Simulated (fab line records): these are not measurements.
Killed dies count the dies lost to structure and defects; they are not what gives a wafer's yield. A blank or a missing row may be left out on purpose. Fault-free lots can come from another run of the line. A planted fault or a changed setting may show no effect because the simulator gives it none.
Check of tool commonality ; flow n5_finfet ; 10 lots and 30 wafers in the sample

== THE REASON FOR OPENING IT ==
On 2 of the 10 lots, a flag is raised at N5_BEOL_M8_CD_MEAS_28 on the reading cd_nm. Wafers without a fault read 39.97 nm, standard deviation 0.23.
Rule: a lot is flagged when every wafer of it that has a number lies more than 4 standard deviations from that mean, or none has a number. The other lots count as sound.

lot;measured;on;cd_nm (nm), wafer by wafer;flag
L592;day 9 16:14;cd_sem-01;40.18 40.13 40.05;
L595;day 10 07:53;cd_sem-02;39.83 40.25 39.70;
L600;day 12 05:21;cd_sem-01;39.79 39.52 39.44;
L598;day 12 09:52;cd_sem-03;37.00 36.89 36.71;FLAGGED
L602;day 12 11:46;cd_sem-02;37.65 37.39 37.52;FLAGGED
L608;day 13 15:56;cd_sem-02;39.65 40.26 40.30;
L606;day 14 09:07;cd_sem-01;40.04 39.84 40.29;
L609;day 14 15:43;cd_sem-02;40.20 40.16 40.48;
L612;day 16 02:59;cd_sem-03;39.65 39.65 40.25;
L611;day 16 09:31;cd_sem-03;39.62 39.64 40.00;
On average the flagged lots' numbers are 37.19 nm, which is -2.78 nm against the usual, or -12 standard deviations.

== TOOL THAT RAN EACH LOT ==
The record keeps 1 process step preceding the reading, out of 1938 steps on the route. In each cell: the tool, then ch and the chambers that the sampled wafers went through, then the start.
lot;flag;N5_BEOL_M8_EXPOSE_25
L592;;euv_scanner-02 ch 0, day 9 16:07
L595;;euv_scanner-02 ch 0, day 10 07:45
L600;;euv_scanner-01 ch 0, day 12 05:13
L598;FLAGGED;euv_scanner-02 ch 0, day 12 09:45
L602;FLAGGED;euv_scanner-02 ch 0, day 12 11:39
L608;;euv_scanner-01 ch 0, day 13 15:49
L606;;euv_scanner-01 ch 0, day 14 08:59
L609;;euv_scanner-01 ch 0, day 14 15:35
L612;;euv_scanner-01 ch 0, day 16 02:51
L611;;euv_scanner-01 ch 0, day 16 09:23
What these steps do:
- N5_BEOL_M8_EXPOSE_25: exposes mask V7, target cd 40 nm.
- N5_BEOL_M8_CD_MEAS_28: target cd 40 nm.

== FLAGGED AGAINST TOTAL, ONE TOOL AT A TIME (gauges that did the reading follow at the end) ==
step;tool;lots run;flagged;share of the flagged lots;sound lots run after its first flagged lot
N5_BEOL_M8_EXPOSE_25;euv_scanner-01;6;0;none;-
N5_BEOL_M8_EXPOSE_25;euv_scanner-02;4;2;all;0
N5_BEOL_M8_CD_MEAS_28;cd_sem-01;3;0;none;-
N5_BEOL_M8_CD_MEAS_28;cd_sem-02;4;1;some;2 (L608,L609)
N5_BEOL_M8_CD_MEAS_28;cd_sem-03;3;1;some;2 (L612,L611)

== WHAT IS ALLOWED BY THE TABLE ==
Rows of the table that ran each flagged lot: 1, that is euv_scanner-02 at N5_BEOL_M8_EXPOSE_25.
- euv_scanner-02 at N5_BEOL_M8_EXPOSE_25: 2 of its 4 lots flagged. Last sound lot L595 at day 10 07:45, first flagged lot L598 at day 12 09:45; a fault beginning in between fits. Its own readings lie more than 4 standard deviations out on every wafer of the flagged lots: exposure_dose_mJ_cm2.
What remains is a single tool, euv_scanner-02 at N5_BEOL_M8_EXPOSE_25.

== WHAT THE SIMULATOR PUT IN ==
Process parameter drift: euv_scanner-02, from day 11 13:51 on, at N5_BEOL_M8_EXPOSE_25. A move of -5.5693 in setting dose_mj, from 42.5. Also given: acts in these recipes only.
Lots struck among those shown: L598, L602. The rule above reached the same finding.
